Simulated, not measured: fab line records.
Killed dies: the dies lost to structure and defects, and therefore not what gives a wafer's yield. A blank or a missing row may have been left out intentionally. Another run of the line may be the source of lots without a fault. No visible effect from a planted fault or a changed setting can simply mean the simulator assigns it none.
Which of the tools did it?    flow nand-harc    33 wafers from 11 lots sampled at 5 of the route's 1159 steps

== WHAT THE GAUGES READ, wafer by wafer ==
NHARC_END_SORT_01.
lot   measured      on         defect-limited-yield (%)  killed-at-array  killed-at-other  killed-at-periphery  killed-dies  killed-open  killed-short  sort_bin_2_pct (%)  sort_bin_3_pct (%)  sort_bin_4_pct (%)  sort-n-pass  sort-rim-yield-pct (%)  sort-yield-pct (%)
L237  day 19 22:22  prober-01  96.2 95.7 95.6            20 27 28         0 0 0            6 2 2                26 29 30     4 3 3        3 2 1         1.9 1.2 1.0         0.15 0.15 0.30      1.8 3.0 3.1         651 648 647  94.3 97.2 93.4          96.2 95.7 95.6
L243  day 20 23:54  prober-02  96.5 95.9 97.2            21 24 16         0 1 0            3 3 3                24 28 19     4 3 4        3 4 1         1.5 0.6 1.0         0.15 0.59 0.15      1.9 3.0 1.6         653 649 658  97.2 98.1 97.2          96.5 95.9 97.2
L246  day 21 16:49  prober-01  91.7 94.8 94.8            55 33 32         0 1 0            1 1 3                56 35 35     3 1 4        2 2 2         3.0 1.6 2.4         0.89 0.30 0.30      4.4 3.2 2.5         621 642 642  96.2 96.2 95.3          91.7 94.8 94.8
L245  day 21 18:25  prober-02  97.2 97.9 97.0            15 10 15         0 1 0            4 3 5                19 14 20     1 4 2        4 2 2         1.2 0.4 1.0         0.30 0 0            1.3 1.6 1.9         658 663 657  96.2 98.1 94.3          97.2 97.9 97.0
L247  day 22 00:38  prober-02  95.9 96.2 95.7            23 20 25         0 0 0            5 6 4                28 26 29     3 4 4        3 1 0         1.2 1.0 1.2         0.59 0.30 0         2.4 2.5 3.1         649 651 648  92.5 98.1 98.1          95.9 96.2 95.7
L256  day 24 08:07  prober-02  94.4 93.6 93.4            34 39 40         3 1 1            1 3 4                38 43 45     5 6 8        2 4 1         0.9 2.2 2.2         0.59 0.44 0         4.1 3.7 4.4         639 634 632  91.5 93.4 96.2          94.4 93.6 93.4

== WHICH TOOL RAN EACH LOT (tool, then ch and the chambers of the sampled wafers, then the start) ==
lot   NHARC_P_M2_DESCUM_14                NHARC_P_M2_STRIP_18                 NHARC_P_M2_ETCH_28                  NHARC_P_M2_DEGAS_29
L237  rie-diel-03 ch 0,1,3, day 6 05:56   rie-diel-04 ch 0,1,3, day 6 06:18   rie-diel-04 ch 0,1, day 6 06:32     pvd-sputter-01, day 6 06:57
L241  rie-diel-04 ch 0,1,3, day 6 22:17   rie-diel-04 ch 0,1, day 6 22:41     rie-diel-04 ch 0,1,2, day 6 22:55   pvd-sputter-03, day 6 23:18
L240  rie-diel-08 ch 0,2,3, day 6 23:08   rie-diel-04 ch 1,2,3, day 6 23:30   rie-diel-04 ch 0,2,3, day 6 23:45   pvd-sputter-03, day 7 00:10
L243  rie-diel-03 ch 0,3, day 7 19:29     rie-diel-03 ch 2,3, day 7 19:52     rie-diel-03 ch 0,1,3, day 7 20:07   pvd-sputter-03, day 7 20:31
L246  rie-diel-04 ch 0,2,3, day 8 15:20   rie-diel-03 ch 0,2,3, day 8 15:46   rie-diel-03 ch 1,3, day 8 15:58     pvd-sputter-01, day 8 16:22
L245  rie-diel-04 ch 0,2, day 8 15:38     rie-diel-04 ch 0,1,2, day 8 16:03   rie-diel-04 ch 0,1, day 8 16:19     pvd-sputter-02, day 8 16:43
L247  rie-diel-04 ch 0,2, day 9 01:16     rie-diel-04 ch 0,1, day 9 01:41     rie-diel-04 ch 0,1, day 9 02:25     pvd-sputter-01, day 9 02:50
L248  rie-diel-04 ch 0,1,2, day 9 07:50   rie-diel-04 ch 1,2,3, day 9 08:14   rie-diel-04 ch 1,3, day 9 08:26     pvd-sputter-02, day 9 08:51
L255  rie-diel-04 ch 0,1,3, day 10 16:50  rie-diel-04 ch 0,2, day 10 17:15    rie-diel-04 ch 0,2,3, day 10 17:28  pvd-sputter-01, day 10 17:53
L254  rie-diel-04 ch 0,1,3, day 10 20:16  rie-diel-04 ch 0,2,3, day 10 20:42  rie-diel-04 ch 0,1,3, day 10 20:55  pvd-sputter-02, day 10 21:19
L256  rie-diel-04 ch 0,1,2, day 10 22:22  rie-diel-04 ch 2,3, day 10 22:44    rie-diel-04 ch 0,1,3, day 10 22:59  pvd-sputter-02, day 10 23:22
- NHARC_P_M2_DESCUM_14: chemistry O2, time 3 s.
- NHARC_P_M2_STRIP_18: strips in N2/H2.
- NHARC_P_M2_ETCH_28: etches the open film in CF4/N2, target depth 30 nm, time 72.99 s.
- NHARC_P_M2_DEGAS_29: time 60 s.

== WHAT THE TOOLS THEMSELVES READ (means of the sampled wafers that have a number; where no wafer has one, the mark that the record gives instead) ==
NHARC_P_M2_DESCUM_14.
lot   tool         drypump-motor-current-A (A)  oes-product-au (a.u.)  rf-vpp-V (V)  showerhead-plenum-p-Torr (Torr)  throttle-valve-pct (%)
L237  rie-diel-03  6.09                         1.001                  57.1          1.94                             11.310
L241  rie-diel-04  5.91                         1.001                  57.3          1.91                             11.308
L240  rie-diel-08  5.50                         1.008                  57.8          1.87                             11.312
L243  rie-diel-03  6.17                         1.001                  58.2          1.91                             11.303
L246  rie-diel-04  6.10                         1.002                  57.1          1.91                             11.314
L245  rie-diel-04  6.24                         1.007                  58.0          1.83                             11.305
L247  rie-diel-04  6.22                         1.003                  57.4          1.86                             11.300
L248  rie-diel-04  6.04                         1.005                  57.8          1.87                             11.317
L255  rie-diel-04  5.88                         1.002                  57.1          1.91                             11.305
L254  rie-diel-04  5.90                         1.004                  57.5          1.91                             11.305
L256  rie-diel-04  6.04                         0.994                  56.7          1.87                             11.309

NHARC_P_M2_STRIP_18.
lot   tool         drypump-motor-current-A (A)  h2-flow-sccm (sccm)  oes-product-au (a.u.)  rf-vpp-V (V)  showerhead-plenum-p-Torr (Torr)  throttle-valve-pct (%)
L237  rie-diel-04  5.91                         150.3                1.005                  90.0          2.04                             14.167
L241  rie-diel-04  6.05                         149.8                0.991                  89.5          1.94                             14.169
L240  rie-diel-04  5.89                         149.9                1.005                  90.6          2.08                             14.175
L243  rie-diel-03  6.44                         150.0                0.993                  90.6          1.99                             14.166
L246  rie-diel-03  6.25                         149.4                1.006                  90.6          1.99                             14.173
L245  rie-diel-04  6.05                         150.0                0.996                  89.9          1.99                             14.169
L247  rie-diel-04  5.86                         149.9                0.995                  89.3          1.99                             14.180
L248  rie-diel-04  5.89                         150.2                1.002                  90.6          2.08                             14.174
L255  rie-diel-04  6.22                         149.7                1.011                  90.0          1.94                             14.176
L254  rie-diel-04  6.10                         149.4                1.002                  91.6          2.04                             14.166
L256  rie-diel-04  5.98                         150.0                0.998                  91.4          2.13                             14.168

NHARC_P_M2_ETCH_28.
lot   tool         drypump-motor-current-A (A)  oes-product-au (a.u.)  rf-vpp-V (V)  showerhead-plenum-p-Torr (Torr)  throttle-valve-pct (%)
L237  rie-diel-04  6.06                         1.000                  311.9         2.51                             19.800
L241  rie-diel-04  6.04                         0.998                  314.1         2.56                             19.790
L240  rie-diel-04  6.10                         0.996                  314.1         2.62                             19.794
L243  rie-diel-03  6.07                         1.000                  314.4         2.66                             19.788
L246  rie-diel-03  5.99                         0.991                  315.1         2.71                             19.794
L245  rie-diel-04  5.84                         0.993                  312.4         2.57                             19.796
L247  rie-diel-04  6.06                         1.003                  312.3         2.51                             19.796
L248  rie-diel-04  5.77                         1.005                  315.8         2.73                             19.795
L255  rie-diel-04  6.10                         0.947                  314.2         2.62                             19.796
L254  rie-diel-04  5.92                         0.895                  314.1         2.62                             19.791
L256  rie-diel-04  5.90                         0.951                  314.4         2.62                             19.789

NHARC_P_M2_DEGAS_29.
lot   tool            heater-power-w (W)
L237  pvd-sputter-01  329
L241  pvd-sputter-03  353
L240  pvd-sputter-03  348
L243  pvd-sputter-03  355
L246  pvd-sputter-01  330
L245  pvd-sputter-02  352
L247  pvd-sputter-01  329
L248  pvd-sputter-02  344
L255  pvd-sputter-01  323
L254  pvd-sputter-02  340
L256  pvd-sputter-02  340

== THE ANSWER, worked out from the rows above alone ==
Rule: usual is defined by the lots themselves. Put in order of their means at a reading, lots are off if they are a third of the lots or fewer, leave a main group of 4 or more, and stand apart from it by a gap of 3 or more times the standard deviation of the main group's means; of several such gaps the widest counts. If all means in a main group match to the digits the tables above print for the reading, that group is not used. A lot without any number at a reading at which 4 lots or more have one is off too. The other lots that the step has rows for count as sound. After the gauges, taken in route order, come the tools' own readings; for these a lot's mean is taken, as printed above. The first step at which some lot is off is used, and at that step the reading that is off furthest; a lot without a number counts as furthest.
Off at NHARC_END_SORT_01 (killed-open): L256. The main group has a mean of 3.1 with a standard deviation of 0.54. Neither off nor sound, because the step has no rows for them: L241, L240, L248, L255, L254.
If a tool, at a process step before that reading, ran all the lots that are off and no sound lot after the first of them, it fits. The gauges at NHARC_END_SORT_01 aren't tried: what is off there is off at NHARC_P_M2_ETCH_28 too, on other tools, and a gauge's error can't cause that. This does not decide it: 2 tools fit, namely rie-diel-04 at NHARC_P_M2_DESCUM_14 and NHARC_P_M2_STRIP_18 and NHARC_P_M2_ETCH_28 and pvd-sputter-02 at NHARC_P_M2_DEGAS_29.

== WHAT THE SIMULATOR PUT IN ==
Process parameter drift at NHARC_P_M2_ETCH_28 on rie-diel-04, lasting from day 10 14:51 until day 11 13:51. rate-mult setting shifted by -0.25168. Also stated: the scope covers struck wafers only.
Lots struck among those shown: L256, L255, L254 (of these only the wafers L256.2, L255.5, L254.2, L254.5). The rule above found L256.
